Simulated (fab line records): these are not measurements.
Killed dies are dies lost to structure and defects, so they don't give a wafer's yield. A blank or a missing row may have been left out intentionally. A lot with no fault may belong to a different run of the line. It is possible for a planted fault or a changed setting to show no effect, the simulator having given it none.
Lot-split experiment | flow n5Finfet | route with 1938 steps; 7 lots, 21 wafers read

## ON THE SPLIT
At N5_BEOL_M13_COAT_04 (resist thk 400 nm), the setting spinRpm was moved away from the recipe's 1625 rpm on 7 of the 21 wafers read, by -10.7% to +9.2%. This setting was run at the recipe's value on the other wafers.

## FROM THE SPLIT TO THE READING: what the file shows between them, 4 steps
- N5_BEOL_M13_EBR_06
- N5_BEOL_M13_SOFTBAKE_05: time 60 s
- N5_BEOL_M13_DESCUM_15: chemistry O2, time 7.9 s
- N5_BEOL_M13_ETCH_59: etches BARC in N2/H2, target depth 89 nm, overetch 26.7 nm, time 67.9 s

## THE READING
coat_of_BEOL_M13_COAT_04.thkNm (the simulator's own value, which no gauge read), in nm, at N5_BEOL_M13_VIA_ETCH_16 (etches SiOC in C4F8/O2/Ar, target depth 921.7 nm). No usual value for it is given in the file. Across the 14 wafers here that went through the recipe, the average is 71.1 nm and the standard deviation 4.6 nm.

wafer  | tool, chamber at the split | spinRpm as run, rpm | against the recipe | coat_of_BEOL_M13_COAT_04.thkNm, nm | against lot-mates on the recipe
L078.1 | lithoTrack-04, 0           | 1451                | -10.7%             | 101.6                              | +30.4
L078.3 | lithoTrack-04, 0           | 1451                | -10.7%             | 104.2                              | +33.0
L078.4 | lithoTrack-04, 0           | 1625                | recipe             | 71.2                               | -
L079.2 | lithoTrack-03, 0           | 1771                | +9.0%              | 54.6                               | -11.6
L079.5 | lithoTrack-03, 0           | 1771                | +9.0%              | 52                                 | -14.2
L079.6 | lithoTrack-03, 0           | 1625                | recipe             | 66.2                               | -
L081.3 | lithoTrack-05, 0           | 1475                | -9.2%              | 90.2                               | +25.4
L081.5 | lithoTrack-05, 0           | 1475                | -9.2%              | 90.6                               | +25.8
L081.6 | lithoTrack-05, 0           | 1625                | recipe             | 64.8                               | -
L083.3 | lithoTrack-04, 0           | 1625                | recipe             | 77.6                               | -
L083.4 | lithoTrack-04, 0           | 1625                | recipe             | 67.4                               | -
L083.5 | lithoTrack-04, 0           | 1625                | recipe             | 70.4                               | -
L085.3 | lithoTrack-04, 0           | 1625                | recipe             | 67.6                               | -
L085.4 | lithoTrack-04, 0           | 1625                | recipe             | 70.2                               | -
L085.5 | lithoTrack-04, 0           | 1625                | recipe             | 64.6                               | -
L090.1 | lithoTrack-05, 0           | 1625                | recipe             | 76.4                               | -
L090.3 | lithoTrack-05, 0           | 1625                | recipe             | 76.2                               | -
L090.4 | lithoTrack-05, 0           | 1625                | recipe             | 79.4                               | -
L095.4 | lithoTrack-04, 0           | 1625                | recipe             | 72.6                               | -
L095.5 | lithoTrack-04, 0           | 1625                | recipe             | 71                                 | -
L095.6 | lithoTrack-04, 0           | 1775                | +9.2%              | 49.6                               | -22.2

THE FIT
A straight line over all 21 wafers: coat_of_BEOL_M13_COAT_04.thkNm changes by -2.39 nm for each +1% of spinRpm; r = -0.95; the points scatter about the line by 4.7 nm.
The same after taking each lot's own level away (the mean of its wafers on the recipe; 21 wafers): -2.42 nm for each +1%; r = -0.97; scatter 3.8 nm.
That fit puts the effect of the largest move of spinRpm on the reading at 26 nm.
Measured against the standard deviation above, the lots' own levels, which go from 64.80 to 77.33 nm, span 2.7 times it.
The two slopes are in agreement: the lot-to-lot level therefore moves the slope only a little.
Check: +26.9 nm against its lot-mates is what the line predicts for one of the wafers moved furthest among these (-10.7%) when that wafer is left out of the fit. Against them it came out at +30.4 nm.

## ADDITIONAL SPLITS CARRIED BY THESE WAFERS
Other splits were also applied to these wafers ahead of the reading. Each is held against what the fit with the lots' levels taken away leaves over:
other split on the same wafers    | wafers away from the commonest value | r with coat_of_BEOL_M13_COAT_04.thkNm (lot level and that fit taken away)
N5_BEOL_M7_DESCUM_33 timeS        | 4                                    | +0.48
N5_BEOL_M7_TRENCH_ETCH_37 sourceW | 7                                    | -0.29
N5_BEOL_M8_TRENCH_ETCH_37 timeS   | 3                                    | -0.15
N5_BEOL_M8_ALD_77 purgeTimeS      | 7                                    | +0.16
N5_BEOL_M10_TRENCH_ETCH_37 biasW  | 5                                    | -0.29

## THE WHOLE CHAIN: every reading that the file lists as answering this split, in the file's order
step                    | what it does                                                            | reading                                                                         | change (the file's fit)              | r (the file's)
N5_BEOL_M13_COAT_04     | resist thk 400 nm                                                       | coat_of_BEOL_M13_COAT_04.thkNm (the simulator's own value, which no gauge read) | -2.01 nm for each +1% of the setting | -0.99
N5_BEOL_M13_ETCH_59     | etches BARC in N2/H2, target depth 89 nm, overetch 26.7 nm, time 67.9 s | coat_of_BEOL_M13_COAT_04.thkNm (the simulator's own value, which no gauge read) | -2.18 nm for each +1% of the setting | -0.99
N5_BEOL_M13_VIA_ETCH_16 | etches SiOC in C4F8/O2/Ar, target depth 921.7 nm                        | coat_of_BEOL_M13_COAT_04.thkNm (the simulator's own value, which no gauge read) | -2.45 nm for each +1% of the setting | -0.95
N5_BEOL_M13_STRIP_63    | strips in N2/H2                                                         | stripTimeToEndpointS                                                            | withheld for each +1% of the setting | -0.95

## THE FILE'S OWN FIT
coat_of_BEOL_M13_COAT_04.thkNm changes by -2.45 nm for each +1% of spinRpm, r = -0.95.
